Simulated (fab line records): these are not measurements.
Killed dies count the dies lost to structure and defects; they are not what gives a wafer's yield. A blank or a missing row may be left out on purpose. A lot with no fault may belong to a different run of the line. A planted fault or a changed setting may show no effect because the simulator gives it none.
Split-lot study + flow n5_finfet + route with 1938 steps; 7 lots, 21 wafers read

## THE SPLIT ITSELF
At N5_BEOL_M5_COAT_66 (time 60 s, resist thk 12 nm), the setting spin_rpm was moved away from the recipe's 1500 rpm on 6 of the 21 wafers read, by -8.7% to +7.9%. This setting was run at the recipe's value on the other wafers.

The reading comes from the split's own step.

## THE READING
SiARC_of_BEOL_M5_COAT_66.thk_nm (the simulator's own value, which no gauge read), in nm, at N5_BEOL_M5_COAT_66 (time 60 s, resist thk 12 nm). The file does not state a usual value for it. Across the 15 wafers here that went through the recipe, the average is 12.0 nm and the standard deviation 0.05 nm.

| wafer  | tool, chamber at the split | spin_rpm as run, rpm | against the recipe | SiARC_of_BEOL_M5_COAT_66.thk_nm, nm | against lot-mates on the recipe |
|--------|----------------------------|----------------------|--------------------|-------------------------------------|---------------------------------|
| L074.1 | litho_track-03, 0          | 1500                 | recipe             | 12                                  | -                               |
| L074.6 | litho_track-03, 0          | 1500                 | recipe             | 12                                  | -                               |
| L074.2 | litho_track-03, 0          | 1381                 | -7.9%              | 12.4                                | +0.4                            |
| L076.1 | litho_track-03, 0          | 1500                 | recipe             | 12                                  | -                               |
| L076.3 | litho_track-03, 0          | 1500                 | recipe             | 12                                  | -                               |
| L076.6 | litho_track-03, 0          | 1619                 | +7.9%              | 11.6                                | -0.4                            |
| L079.2 | litho_track-01, 0          | 1601                 | +6.7%              | 11.6                                | -0.2                            |
| L079.4 | litho_track-01, 0          | 1601                 | +6.7%              | 11.6                                | -0.2                            |
| L079.6 | litho_track-01, 0          | 1500                 | recipe             | 11.8                                | -                               |
| L081.3 | litho_track-01, 0          | 1500                 | recipe             | 12                                  | -                               |
| L081.4 | litho_track-01, 0          | 1500                 | recipe             | 12                                  | -                               |
| L081.6 | litho_track-01, 0          | 1500                 | recipe             | 12                                  | -                               |
| L095.1 | litho_track-03, 0          | 1500                 | recipe             | 12                                  | -                               |
| L095.4 | litho_track-03, 0          | 1500                 | recipe             | 12                                  | -                               |
| L095.5 | litho_track-03, 0          | 1500                 | recipe             | 12                                  | -                               |
| L094.1 | litho_track-02, 0          | 1500                 | recipe             | 12                                  | -                               |
| L094.6 | litho_track-02, 0          | 1500                 | recipe             | 12                                  | -                               |
| L094.3 | litho_track-02, 0          | 1444                 | -3.7%              | 12.2                                | +0.2                            |
| L097.1 | litho_track-03, 0          | 1500                 | recipe             | 12                                  | -                               |
| L097.2 | litho_track-03, 0          | 1500                 | recipe             | 12                                  | -                               |
| L097.5 | litho_track-03, 0          | 1370                 | -8.7%              | 12.6                                | +0.6                            |

FIT RESULTS
A straight line over all 21 wafers: SiARC_of_BEOL_M5_COAT_66.thk_nm changes by -0.0578 nm for each +1% of spin_rpm; r = -0.97; the points scatter about the line by 0.054 nm.
The same after taking each lot's own level away (the mean of its wafers on the recipe; 21 wafers): -0.0491 nm for each +1%; r = -0.96; scatter 0.054 nm.
The reading moves by 0.43 nm for the largest change in spin_rpm, on that fit.
The span of the lots' own levels, 11.80 to 12.00 nm, comes to 4.0 times the standard deviation stated above.
Hence the slope depends on the lot-to-lot level, as the two fits are not the same.
Check: for one of the wafers moved furthest among these (-8.7%), held out of the fit, the line's prediction against its lot-mates is +0.383 nm. Against them it came out at +0.6 nm.

## THESE WAFERS: OTHER SPLITS
Other splits were also applied to these wafers ahead of the reading. Each is held against what the fit with the lots' levels taken away leaves over:
| other split on the same wafers            | wafers away from the commonest value | r with SiARC_of_BEOL_M5_COAT_66.thk_nm (lot level and that fit taken away) |
|-------------------------------------------|--------------------------------------|----------------------------------------------------------------------------|
| N5_ILD0_CMP_12 down_force_psi             | 5                                    | +0.18                                                                      |
| N5_SDB_COAT_05 spin_rpm                   | 6                                    | -0.17                                                                      |
| N5_HKMG_FIN_COAT_06 spin_rpm              | 5                                    | +0.19                                                                      |
| N5_HKMG_FIN_DEVELOP_11 develop_time_s     | 6                                    | -0.14                                                                      |
| N5_MOL_CONTACT_COAG_VIA_ETCH_117 bias_w   | 12                                   | +0.26                                                                      |
| N5_BEOL_M0_SAQP_COAT_08 spin_rpm          | 6                                    | +0.09                                                                      |
| N5_BEOL_M0_SAQP_DEVELOP_13 develop_time_s | 8                                    | -0.28                                                                      |
| N5_BEOL_M0_CUTY_ETCH_63 source_w          | 5                                    | -0.17                                                                      |
| N5_BEOL_M0_ETCH_128 source_w              | 9                                    | +0.13                                                                      |
| N5_BEOL_M1_ETCH_64 bias_w                 | 9                                    | -0.33                                                                      |
| N5_BEOL_M3_TRENCH_ETCH_37 bias_w          | 8                                    | +0.26                                                                      |
| N5_BEOL_M4_COAT_05 spin_rpm               | 10                                   | -0.18                                                                      |

## THE FILE'S OWN FIT
SiARC_of_BEOL_M5_COAT_66.thk_nm changes by -0.0524 nm for each +1% of spin_rpm, r = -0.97.
